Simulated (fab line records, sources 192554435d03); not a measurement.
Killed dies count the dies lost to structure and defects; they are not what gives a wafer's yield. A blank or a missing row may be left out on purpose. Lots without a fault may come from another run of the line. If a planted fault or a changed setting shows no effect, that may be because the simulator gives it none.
Matching of chambers    flow n5Finfet    3 sister chambers for N5_BEOL_M14_DEP_53 on pecvd-04
The step deposits SiCN from 3MS/NH3, target thk 50 nm, time 17.8 s. 20 wafers are shown with their chamber, then 10 later ones without.

## WAFERS PAIRED WITH THEIR CHAMBERS
wafer   chamber  throttleValvePct (%)  showerheadPlenumPTorr (Torr)  showerheadVppV (V)
L075.3  0        18.3                  4.21                          1707
L075.5  2        17.9                  4.12                          1691
L075.6  0        18.7                  4.21                          1687
L077.1  2        17.9                  4.11                          1665
L077.4  1        22.2                  4.16                          1576
L077.5  2        17.8                  4.11                          1659
L083.2  1        22.0                  4.17                          1608
L083.5  2        17.8                  4.12                          1673
L083.6  1        22.1                  4.16                          1570
L082.2  0        18.5                  4.21                          1638
L082.4  0        18.3                  4.21                          1675
L082.5  2        17.8                  4.11                          1664
L080.1  1        22.1                  4.17                          1585
L080.3  2        17.7                  4.12                          1682
L080.6  0        18.6                  4.21                          1661
L084.1  1        22.3                  4.17                          1602
L084.4  0        18.6                  4.22                          1691
L084.6  1        22.3                  4.15                          1568
L086.2  0        18.5                  4.20                          1657
L086.4  0        18.4                  4.20                          1670

SIGNATURES (means of the wafers above)
reading                chamber 0  chamber 1  chamber 2  scatter within a chamber
throttleValvePct       18.488     22.167     17.817     0.121
showerheadPlenumPTorr  4.2088     4.1633     4.1150     0.00673
showerheadVppV         1673.25    1584.83    1672.33    17.9
Rule: a wafer's distance from a chamber is the root of the sum, over the readings, of the square of ((its reading less the chamber's mean) divided by the reading's scatter). The wafer belongs to the nearest chamber; if the next one is less than 2 further off, it can't be placed. The scatter is the square root of a quotient: the sum, over the shown wafers, of each reading's squared deviation from its chamber's mean, divided by wafers minus chambers.

## WAFERS WHOSE CHAMBER IS MISSING
wafer   throttleValvePct (%)  showerheadPlenumPTorr (Torr)  showerheadVppV (V)
L086.6  18.2                  4.10                          1670
L091.1  18.5                  4.19                          1657
L091.4  18.7                  4.20                          1678
L091.5  17.7                  4.10                          1714
L096.2  18.2                  4.22                          1636
L096.3  17.9                  4.11                          1680
L096.4  17.4                  4.16                          1584
L095.2  18.4                  4.21                          1681
L095.4  17.4                  4.15                          1590
L095.5  18.3                  4.12                          1696

## CHAMBER TAKEN BY EACH
wafer    from the rows above   in truth
L086.6   2                     2
L091.1   0                     0
L091.4   0                     0
L091.5   2                     2
L096.2   0                     0
L096.3   2                     2
L096.4   2                     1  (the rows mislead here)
L095.2   0                     0
L095.4   2                     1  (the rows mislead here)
L095.5   2                     2
Correct placement for 8 of the 10. Can't be placed from these rows: 0. Number placed wrongly: 2.
